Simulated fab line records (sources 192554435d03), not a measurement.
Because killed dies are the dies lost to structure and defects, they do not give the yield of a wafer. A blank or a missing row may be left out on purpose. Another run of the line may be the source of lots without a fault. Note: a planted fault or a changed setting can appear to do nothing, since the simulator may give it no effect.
Matching of chambers :: flow n5-finfet :: 4 sister chambers for N5_FIN_SAQP_ETCH_67 on rie-diel-01
The step etches SiNx in CH3F/O2, target depth 30 nm. 4 wafers are shown with their chamber, then 9 later ones without.

WAFERS PAIRED WITH THEIR CHAMBERS
wafer: L089.2
chamber: 2
rf-vpp-V (V): 297

wafer: L090.4
chamber: 1
rf-vpp-V (V): 317

wafer: L090.5
chamber: 3
rf-vpp-V (V): 284

wafer: L090.6
chamber: 0
rf-vpp-V (V): 315

WAFERS WITH NO CHAMBER GIVEN
wafer: L093.1
rf-vpp-V (V): 285

wafer: L093.4
rf-vpp-V (V): 286

wafer: L093.5
rf-vpp-V (V): 314

wafer: L096.1
rf-vpp-V (V): 316

wafer: L096.3
rf-vpp-V (V): 285

wafer: L096.5
rf-vpp-V (V): 287

wafer: L097.2
rf-vpp-V (V): 314

wafer: L097.4
rf-vpp-V (V): 297

wafer: L097.5
rf-vpp-V (V): 318

WHICH CHAMBER EACH WENT THROUGH
wafer: L093.1
from the rows above: 3
in truth: 3

wafer: L093.4
from the rows above: 3
in truth: 3

wafer: L093.5
from the rows above: can't be placed: 0 or 1
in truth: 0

wafer: L096.1
from the rows above: can't be placed: 0 or 1
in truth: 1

wafer: L096.3
from the rows above: 3
in truth: 3

wafer: L096.5
from the rows above: 3
in truth: 3

wafer: L097.2
from the rows above: can't be placed: 0 or 1
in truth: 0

wafer: L097.4
from the rows above: 2
in truth: 2

wafer: L097.5
from the rows above: can't be placed: 1 or 0
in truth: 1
5 of 9 placed correctly. From these rows, 4 cannot be placed; in 4 the true chamber is one of the candidates. Number placed wrongly: 0.
How it was worked out, from the rows above alone: a wafer's distance from a chamber is the root of the sum, over the readings, of the square of ((its reading less the chamber's mean) divided by the reading's scatter). The wafer belongs to the nearest chamber; if the next one is less than 2 further off, it can't be placed. Each chamber's mean is taken over the wafers shown for it. The scatter: root of mean squared gap, hidden wafer to nearest shown wafer, with one shown wafer a chamber.
